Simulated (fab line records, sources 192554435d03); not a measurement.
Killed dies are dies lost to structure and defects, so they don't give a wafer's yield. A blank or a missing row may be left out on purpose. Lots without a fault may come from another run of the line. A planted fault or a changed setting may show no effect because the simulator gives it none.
Which tool did it? | flow n5_finfet | 12 lots, 36 wafers sampled, at 1 step of a route of 1938

WHAT THE GAUGES READ, wafer by wafer
N5_BEOL_M5_THK_MEAS_53: measures by xrf.
lot  | measured     | on            | M5_THK (nm)
L077 | day 9 01:26  | film_metro-01 | 61.9 61.2 59.0
L075 | day 9 12:13  | film_metro-02 | 62.2 61.8 59.1
L080 | day 9 17:50  | film_metro-02 | 59.5 65.1 63.4
L081 | day 9 22:36  | film_metro-01 | 62.8 61.1 61.0
L083 | day 10 17:05 | film_metro-01 | 62.7 60.3 61.2
L086 | day 11 13:47 | film_metro-02 | 59.2 60.3 57.8
L088 | day 11 22:31 | film_metro-02 | 59.3 58.9 62.4
L090 | day 12 03:52 | film_metro-02 | 61.1 58.5 59.9
L091 | day 12 19:04 | film_metro-01 | 60.0 58.0 60.2
L093 | day 13 10:25 | film_metro-02 | 60.4 58.2 61.1
L095 | day 13 17:43 | film_metro-01 | 61.5 60.3 61.1
L097 | day 14 12:19 | film_metro-02 | 66.0 61.4 66.5

WHICH TOOL RAN EACH LOT (tool, then ch and the chambers of the sampled wafers, then the start)
The record holds no process step before these readings.

THE ANSWER, worked out from the rows above alone
Rule: what is usual is taken from the lots themselves. Put in order of their means at a reading, lots are off if they are a third of the lots or fewer, leave a main group of 4 or more, and stand apart from it by a gap of 3 or more times the standard deviation of the main group's means; of several such gaps the widest counts. A main group whose means are all the same, to the digits that the tables above print for the reading, isn't used. A lot without any number at a reading at which 4 lots or more have one is off too. The other lots that the step has rows for count as sound.
No lot is off at any reading shown: from this, nothing can be told.

WHAT THE SIMULATOR HAD PUT IN
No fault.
